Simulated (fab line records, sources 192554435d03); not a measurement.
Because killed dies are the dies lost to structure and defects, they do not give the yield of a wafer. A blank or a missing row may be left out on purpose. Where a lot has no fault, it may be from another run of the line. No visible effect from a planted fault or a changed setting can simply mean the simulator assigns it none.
Matching of chambers -- flow n5Finfet -- aldMetal-04 running N5_HKMG_FIN_PWFM_ALD_03: 4 sister chambers
The step deposits TiN, target thk 2 nm, pulse time 1 s, purge time 3 s. 4 wafers are shown with their chamber, then 11 later ones without.

== WAFERS WITH THEIR CHAMBER ==
wafer,chamber,heaterPowerW (W)
L078.1,3,942
L078.5,2,742
L078.6,1,782
L084.1,0,1076

== WAFERS MISSING THEIR CHAMBER ==
wafer,heaterPowerW (W)
L084.2,747
L084.3,762
L084.4,974
L084.5,769
L084.6,750
L086.2,1081
L086.4,740
L086.6,1069
L087.1,1056
L087.3,791
L087.6,1050

== CHAMBER TAKEN BY EACH ==
wafer,from the rows above,in truth
L084.2,can't be placed: 2 or 1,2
L084.3,can't be placed: 1 or 2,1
L084.4,3,3
L084.5,can't be placed: 1 or 2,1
L084.6,can't be placed: 2 or 1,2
L086.2,0,0
L086.4,2,2
L086.6,0,0
L087.1,0,0
L087.3,1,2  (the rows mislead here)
L087.6,0,0
6 of 11 placed correctly. Can't be placed from these rows: 4 (the true chamber is among the candidates in 4). Wrongly placed: 1.
How it was worked out, from the rows above alone: a wafer's distance from a chamber is the root of the sum, over the readings, of the square of ((its reading less the chamber's mean) divided by the reading's scatter). The wafer belongs to the nearest chamber; if the next one is less than 2 further off, it can't be placed. Each chamber's mean is taken over the wafers shown for it. The scatter (one wafer shown for each chamber): square how far every hidden wafer sits from the nearest shown wafer, average those squares and take the square root.
